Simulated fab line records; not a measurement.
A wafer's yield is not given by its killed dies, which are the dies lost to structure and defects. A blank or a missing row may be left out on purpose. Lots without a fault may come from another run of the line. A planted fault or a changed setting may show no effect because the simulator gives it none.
What tool caused it? | flow nandHarc | Sampling: 13 lots, 39 wafers, 5 of 1302 route steps

## WHAT EACH GAUGE READ, for each wafer
NHARC_A_SGD_CUT_CD_MEAS_09: the cd target is 100 nm. Usual: cdNm 99.8 nm, standard deviation 0.53.
lot  | measured     | on       | cdNm (nm)                           | flag
L999 | day 19 15:05 | cdSem-02 | 98.8 99.7 99.9                      | 
L101 | day 20 09:52 | cdSem-03 | 100.3 99.4 100.0                    | 
L103 | day 20 10:20 | cdSem-03 | 101.1 100.2 101.2                   | 
L104 | day 21 22:14 | cdSem-03 | 100.0 99.9 98.8                     | 
L107 | day 23 01:55 | cdSem-01 | 99.4 100.1 100.0                    | 
L109 | day 23 10:23 | cdSem-01 | 99.0 99.0 99.0                      | 
L111 | day 24 02:17 | cdSem-03 | 99.6 99.7 99.6                      | 
L115 | day 25 13:11 | cdSem-02 | 100.2 99.7 99.9                     | 
L116 | day 25 13:22 | cdSem-01 | 129.1 128.7 128.9 129.3 128.6 129.3 | OFF
L118 | day 26 23:05 | cdSem-02 | 124.1 123.8 124.0 124.0 123.9 124.3 | OFF
L119 | day 27 13:27 | cdSem-03 | 122.6 121.6 122.7 122.6 122.0 122.5 | OFF
L121 | day 27 23:26 | cdSem-02 | 99.6 99.5 99.5                      | 
L122 | day 28 19:22 | cdSem-03 | 99.2 99.3 99.2                      | 

NHARC_A_SGD_CUT_INSPECT_11. Usual: rawDefectCount 57, standard deviation 32.
lot  | measured     | on               | rawDefectCount | flag
L999 | day 19 15:13 | defectInspect-01 | 120 113 101    | 
L101 | day 20 09:59 | defectInspect-01 | 54 68 58       | 
L103 | day 20 10:28 | defectInspect-02 | 101 105 118    | 
L104 | day 21 22:22 | defectInspect-01 | 68 75 79       | 
L107 | day 23 02:02 | defectInspect-01 | 26 26 27       | 
L109 | day 23 10:31 | defectInspect-02 | 8 11 11        | 
L111 | day 24 02:25 | defectInspect-01 | 23 12 13       | 
L115 | day 25 13:18 | defectInspect-02 | 44 46 50       | 
L119 | day 27 16:25 | defectInspect-02 | 30 22 24       | 
L121 | day 27 23:34 | defectInspect-01 | 23 30 27       | 
L122 | day 28 19:30 | defectInspect-02 | 25 26 32       | 

## EACH LOT AND THE TOOL THAT RAN IT (in order: tool; ch and the chambers of the sampled wafers; start)
lot  | NHARC_A_STAIRCASE_DEP_471       | NHARC_A_STAIRCASE_CMP_472     | NHARC_A_SGD_CUT_EXPOSE_06
L999 | pecvd-02 ch 0,1,2, day 19 13:37 | cmp-04 ch 0,1,3, day 19 13:55 | arfiScanner-02 ch 0, day 19 14:56
L101 | pecvd-02 ch 0,1,2, day 20 08:29 | cmp-04 ch 0,3, day 20 08:44   | arfiScanner-03 ch 0, day 20 09:43
L103 | pecvd-02 ch 0,1,2, day 20 08:55 | cmp-04 ch 0,1,3, day 20 09:10 | arfiScanner-01 ch 0, day 20 10:13
L104 | pecvd-03 ch 0,1,2, day 21 20:59 | cmp-04 ch 0,3, day 21 21:13   | arfiScanner-02 ch 0, day 21 22:05
L107 | pecvd-03 ch 0,1, day 23 00:25   | cmp-03 ch 0,1, day 23 00:47   | arfiScanner-02 ch 0, day 23 01:47
L109 | pecvd-04 ch 0,1,2, day 23 09:04 | cmp-02 ch 0,2,3, day 23 09:18 | arfiScanner-01 ch 0, day 23 10:16
L111 | pecvd-02 ch 1,2, day 24 00:54   | cmp-02 ch 1,2, day 24 01:09   | arfiScanner-03 ch 0, day 24 02:08
L115 | pecvd-03 ch 0,1,2, day 25 11:43 | cmp-02 ch 0,1,3, day 25 12:01 | arfiScanner-03 ch 0, day 25 13:02
L116 | pecvd-02 ch 0,2, day 25 11:59   | cmp-03 ch 1,3, day 25 12:14   | arfiScanner-02 ch 0, day 25 13:13
L118 | pecvd-02 ch 0,1, day 26 21:41   | cmp-02 ch 0,1,2, day 26 21:58 | arfiScanner-02 ch 0, day 26 22:56
L119 | pecvd-03 ch 0,1,2, day 27 12:04 | cmp-04 ch 0,2,3, day 27 12:22 | arfiScanner-02 ch 0, day 27 13:19
L121 | pecvd-04 ch 1,2, day 27 22:05   | cmp-04 ch 0,2, day 27 22:19   | arfiScanner-01 ch 0, day 27 23:18
L122 | pecvd-03 ch 0,1,2, day 28 18:06 | cmp-04 ch 0,1,3, day 28 18:22 | arfiScanner-01 ch 0, day 28 19:14
- NHARC_A_STAIRCASE_DEP_471: deposits SiO2, target thk 100 nm.
- NHARC_A_STAIRCASE_CMP_472: polishes SiO2.
- NHARC_A_SGD_CUT_EXPOSE_06: exposes mask SGD.

## WHAT THE TOOLS THEMSELVES READ (means of the sampled wafers that have a number; where no wafer has one, the mark that the record gives instead)
NHARC_A_STAIRCASE_DEP_471. Usual: chamberPressureTorr 6.499 Torr, standard deviation 0.014; heaterPowerW 545 W, standard deviation 76; throttleValvePct 15.9 %, standard deviation 0.69.
lot  | tool     | chamberPressureTorr (Torr) | heaterPowerW (W) | throttleValvePct (%) | flag
L999 | pecvd-02 | 6.503                      | 501              | 15.6                 | 
L101 | pecvd-02 | 6.511                      | 494              | 15.7                 | 
L103 | pecvd-02 | 6.495                      | 500              | 15.7                 | 
L104 | pecvd-03 | 6.510                      | 623              | 16.2                 | 
L107 | pecvd-03 | 6.488                      | 648              | 16.3                 | 
L109 | pecvd-04 | 6.500                      | 568              | 15.8                 | 
L111 | pecvd-02 | 6.510                      | 485              | 16.5                 | 
L115 | pecvd-03 | 6.503                      | 628              | 16.2                 | 
L116 | pecvd-02 | 6.505                      | 558              | 15.3                 | 
L118 | pecvd-02 | 6.480                      | 451              | 15.3                 | 
L119 | pecvd-03 | 6.494                      | 597              | 16.4                 | 
L121 | pecvd-04 | 6.495                      | 465              | 15.6                 | 
L122 | pecvd-03 | 6.496                      | 626              | 16.5                 | 

NHARC_A_STAIRCASE_CMP_472. Usual: motorCurrentA 11.9 A, standard deviation 1.2; retainingRingPressureFrac 1.000, standard deviation 0.0049.
lot  | tool   | motorCurrentA (A) | retainingRingPressureFrac | flag
L999 | cmp-04 | 10.8              | 1.000                     | 
L101 | cmp-04 | 10.7              | 1.002                     | 
L103 | cmp-04 | 10.7              | 1.001                     | 
L104 | cmp-04 | 10.7              | 0.999                     | 
L107 | cmp-03 | 12.5              | 0.995                     | 
L109 | cmp-02 | 12.8              | 0.996                     | 
L111 | cmp-02 | 11.7              | 1.001                     | 
L115 | cmp-02 | 12.6              | 1.002                     | 
L116 | cmp-03 | 12.4              | 1.001                     | 
L118 | cmp-02 | 12.2              | 1.003                     | 
L119 | cmp-04 | 11.5              | 1.002                     | 
L121 | cmp-04 | 10.8              | 0.999                     | 
L122 | cmp-04 | 10.8              | 0.998                     | 

NHARC_A_SGD_CUT_EXPOSE_06. Usual: exposureDoseMJCm2 85.60, standard deviation 0.088; reticleTempC 23.01 C, standard deviation 0.1.
lot  | tool           | exposureDoseMJCm2 | reticleTempC (C) | flag
L999 | arfiScanner-02 | 85.69             | 23.08            | 
L101 | arfiScanner-03 | 85.51             | 22.96            | 
L103 | arfiScanner-01 | 85.64             | 22.99            | 
L104 | arfiScanner-02 | 85.55             | 22.97            | 
L107 | arfiScanner-02 | 85.65             | 23.00            | 
L109 | arfiScanner-01 | 85.59             | 22.91            | 
L111 | arfiScanner-03 | 85.58             | 23.07            | 
L115 | arfiScanner-03 | 85.41             | 23.07            | 
L116 | arfiScanner-02 | 122.32            | 23.10            | OFF
L118 | arfiScanner-02 | 114.95            | 23.05            | OFF
L119 | arfiScanner-02 | 113.67            | 22.91            | OFF
L121 | arfiScanner-01 | 85.58             | 22.92            | 
L122 | arfiScanner-01 | 85.61             | 23.10            | 

## THE ANSWER, worked out from the rows above alone
Rule: take the mean of a lot's wafers that have a number; if it is more than 3 standard deviations from the usual mean, the lot is off. A lot without any number at a reading at which 4 lots or more have one is off too. All remaining lots with rows at the step are treated as sound. Order of review: gauges by route order, followed by the tools' own readings, for which a lot's mean as printed above is used. The first step at which some lot is off is used, and at that step the reading that is off furthest; a lot without a number counts as furthest.
Off at NHARC_A_SGD_CUT_CD_MEAS_09 (cdNm): L116, L118, L119.
A tool fits if, at a process step before that reading, it ran every lot that is off, and no sound lot after the first of them. The gauges at NHARC_A_SGD_CUT_CD_MEAS_09 aren't tried: what is off there is off at NHARC_A_SGD_CUT_EXPOSE_06 too, on other tools, and a gauge's error can't cause that. One fits: NHARC_A_SGD_CUT_EXPOSE_06 on arfiScanner-02. A fault onset in the window from L107 (day 23 01:47, its last sound lot) to L116 (day 25 13:13, its first lot off) fits.
The tool's own readings at NHARC_A_SGD_CUT_EXPOSE_06 bear it out: on the lots that are off they differ by more than 5 times the standard deviation of the sound lots' means. exposureDoseMJCm2 reads 116.98 there against 85.58 on the sound lots.

## WHAT THE SIMULATOR PUT IN
Drift in process parameters on arfiScanner-02 at NHARC_A_SGD_CUT_EXPOSE_06, starting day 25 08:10. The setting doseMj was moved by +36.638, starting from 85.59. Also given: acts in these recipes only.
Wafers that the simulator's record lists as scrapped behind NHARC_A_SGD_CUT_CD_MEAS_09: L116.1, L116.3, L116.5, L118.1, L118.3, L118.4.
Struck lots among those shown: L116, L118, L119. Same finding as the rule above.
